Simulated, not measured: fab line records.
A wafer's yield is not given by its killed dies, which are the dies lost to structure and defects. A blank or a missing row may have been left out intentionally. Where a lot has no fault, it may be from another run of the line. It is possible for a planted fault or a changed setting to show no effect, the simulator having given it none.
Which tool is to blame? -- flow n5-finfet -- 36 wafers from 12 lots sampled at 2 of the route's 1938 steps

== WHAT THE GAUGES SHOWED, per wafer ==
N5_BEOL_M9_INSPECT_13: inspects for defects (brightfield).
lot,measured,on,raw-defect-count
L075,day 9 19:23,defect-inspect-01,422 505 537
L076,day 10 01:23,defect-inspect-02,440 421 397
L080,day 10 21:29,defect-inspect-01,428 329 371
L081,day 11 06:59,defect-inspect-02,321 242 365
L083,day 11 11:55,defect-inspect-01,458 288 445
L085,day 12 08:38,defect-inspect-02,416 311 349
L087,day 12 22:01,defect-inspect-02,444 331 322
L090,day 13 05:11,defect-inspect-01,489 489 376
L091,day 13 14:21,defect-inspect-01,368 405 446
L093,day 14 12:51,defect-inspect-01,404 344 425
L095,day 14 17:05,defect-inspect-02,521 370 379
L097,day 15 09:44,defect-inspect-01,352 378 446

== TOOL THAT RAN EACH LOT (tool first, then ch and the chambers of the sampled wafers, then the start) ==
lot,N5_BEOL_M8_SURFACE_TREAT_79
L075,"pvd-sputter-03, day 9 13:55"
L076,"pvd-sputter-03, day 9 21:14"
L080,"pvd-sputter-02, day 10 18:11"
L081,"pvd-sputter-02, day 11 00:07"
L083,"pvd-sputter-01, day 11 07:47"
L085,"pvd-sputter-03, day 12 03:57"
L087,"pvd-sputter-03, day 12 18:41"
L090,"pvd-sputter-01, day 13 01:22"
L091,"pvd-sputter-01, day 13 10:05"
L093,"pvd-sputter-03, day 14 07:28"
L095,"pvd-sputter-01, day 14 13:08"
L097,"pvd-sputter-03, day 15 04:32"
- N5_BEOL_M8_SURFACE_TREAT_79

== THE ANSWER, worked out from the rows above alone ==
Rule: the lots themselves supply what counts as usual. Put in order of their means at a reading, lots are off if they are a third of the lots or fewer, leave a main group of 4 or more, and stand apart from it by a gap of 3 or more times the standard deviation of the main group's means; of several such gaps the widest counts. If all means in a main group match to the digits the tables above print for the reading, that group is not used. A lot without any number at a reading at which 4 lots or more have one is off too. Any other lot the step has rows for is counted as sound.
No lot is off on any of the readings shown, so nothing can be concluded from this.

== WHAT THE SIMULATOR PUT IN ==
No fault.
